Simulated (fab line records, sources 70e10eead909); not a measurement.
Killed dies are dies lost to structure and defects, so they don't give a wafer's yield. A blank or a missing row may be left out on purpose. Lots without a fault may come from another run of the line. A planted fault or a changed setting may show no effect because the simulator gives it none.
Chamber matching | flow nand_harc | NHARC_P_M0_ETCH_15 on rie_diel-09: 4 sister chambers
The step etches the open film in C4F8/Ar, target depth 150 nm, overetch 15 nm, time 82.5 s. 18 wafers are shown with their chamber, then 9 later ones without.

WAFERS WITH THEIR CHAMBER
wafer  | chamber | rf_vpp_V (V) | oes_product_au (a.u.)
L929.3 | 1       | 438.5        | 0.957
L929.4 | 2       | 439.3        | 0.974
L929.5 | 3       | 444.8        | 0.978
L930.2 | 1       | 437.8        | 0.981
L930.5 | 0       | 444.4        | 0.976
L930.6 | 1       | 439.4        | 0.985
L932.1 | 0       | 444.4        | 0.959
L932.2 | 3       | 443.9        | 0.973
L932.6 | 1       | 438.1        | 0.966
L935.3 | 0       | 444.7        | 0.946
L935.4 | 3       | 443.5        | 0.957
L935.6 | 0       | 445.3        | 0.944
L938.2 | 0       | 444.4        | 0.950
L938.4 | 1       | 439.6        | 0.938
L938.5 | 2       | 438.0        | 0.957
L939.1 | 3       | 443.8        | 0.968
L939.2 | 2       | 438.6        | 0.973
L939.3 | 0       | 443.5        | 0.956

SIGNATURES (means of the wafers above)
reading        | chamber 0 | chamber 1 | chamber 2 | chamber 3 | scatter within a chamber
rf_vpp_V       | 444.450   | 438.680   | 438.633   | 444.000   | 0.654
oes_product_au | 0.95517   | 0.96540   | 0.96800   | 0.96900   | 0.0135
Rule: a wafer's distance from a chamber is the root of the sum, over the readings, of the square of ((its reading less the chamber's mean) divided by the reading's scatter). The wafer belongs to the nearest chamber; if the next one is less than 2 further off, it can't be placed. The scatter: the root of (the sum of the squares of (reading less its chamber's mean) over the shown wafers, divided by (wafers less chambers)).

WAFERS WITHOUT THEIR CHAMBER
wafer  | rf_vpp_V (V) | oes_product_au (a.u.)
L940.2 | 444.2        | 0.933
L940.5 | 438.8        | 0.921
L940.6 | 442.9        | 0.933
L944.1 | 438.2        | 0.994
L944.2 | 445.0        | 0.962
L944.4 | 437.1        | 0.974
L945.1 | 439.0        | 0.970
L945.2 | 439.2        | 0.963
L945.3 | 443.4        | 0.970

WHICH CHAMBER EACH WENT THROUGH
wafer  | from the rows above     | in truth
L940.2 | can't be placed: 0 or 3 | 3
L940.5 | can't be placed: 1 or 2 | 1
L940.6 | can't be placed: 0 or 3 | 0
L944.1 | can't be placed: 2 or 1 | 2
L944.2 | can't be placed: 0 or 3 | 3
L944.4 | can't be placed: 2 or 1 | 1
L945.1 | can't be placed: 2 or 1 | 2
L945.2 | can't be placed: 1 or 2 | 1
L945.3 | can't be placed: 3 or 0 | 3
Placed correctly: 0 of 9. Can't be placed from these rows: 9 (the true chamber is among the candidates in 9). Placed wrongly: 0.
